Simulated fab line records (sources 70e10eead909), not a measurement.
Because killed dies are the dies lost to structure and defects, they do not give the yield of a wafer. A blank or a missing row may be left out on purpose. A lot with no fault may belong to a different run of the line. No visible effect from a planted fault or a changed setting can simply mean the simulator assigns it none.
Chamber matching ; flow nandHarc ; rieDiel-01 running NHARC_A_STAIRCASE_DESCUM_11: 4 sister chambers
The step chemistry O2, time 3 s. 14 wafers are shown with their chamber, then 7 later ones without.

EACH WAFER AND ITS CHAMBER
wafer;chamber;showerheadPlenumPTorr (Torr);drypumpMotorCurrentA (A);oesProductAu (a.u.)
L649.3;3;1.99;5.6;0.980
L649.4;0;2.00;5.2;1.013
L649.6;2;1.78;6.3;0.990
L650.2;3;1.99;5.6;0.971
L650.4;0;2.00;5.2;1.001
L650.5;0;2.00;5.2;1.004
L651.2;0;2.00;5.2;1.006
L651.3;3;1.99;5.6;0.972
L651.4;2;1.78;6.2;1.007
L653.1;0;1.99;5.2;1.008
L653.3;3;1.99;5.6;0.987
L653.5;3;1.99;5.7;0.989
L663.1;1;1.97;5.7;0.988
L663.3;3;1.98;5.6;1.016

SIGNATURES, as means of the wafers listed above
reading;chamber 0;chamber 1;chamber 2;chamber 3;scatter within a chamber
showerheadPlenumPTorr;1.9980;1.9700;1.7800;1.9883;0.00404
drypumpMotorCurrentA;5.200;5.700;6.250;5.617;0.0365
oesProductAu;1.00640;0.98800;0.99850;0.98583;0.0126
Rule: distance of a wafer from a chamber = root of the sum over the readings of ((wafer's reading minus chamber's mean) / reading's scatter) squared. The wafer belongs to the nearest chamber; if the next one is less than 2 further off, it can't be placed. The scatter is the square root of a quotient: the sum, over the shown wafers, of each reading's squared deviation from its chamber's mean, divided by wafers minus chambers.

WAFERS WHOSE CHAMBER IS MISSING
wafer;showerheadPlenumPTorr (Torr);drypumpMotorCurrentA (A);oesProductAu (a.u.)
L663.6;1.98;5.6;1.017
L661.1;1.99;5.2;1.016
L661.3;1.78;6.3;0.994
L661.6;1.99;5.2;1.027
L666.1;1.96;5.7;0.997
L666.2;1.99;5.2;1.023
L666.4;1.77;6.2;0.983

EACH ONE'S CHAMBER
wafer;from the rows above;in truth
L663.6;can't be placed: 3 or 1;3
L661.1;0;0
L661.3;2;2
L661.6;0;0
L666.1;1;1
L666.2;0;0
L666.4;2;2
Placed correctly: 6 of 7. Can't be placed from these rows: 1 (the true chamber is among the candidates in 1). Wrongly placed: 0.
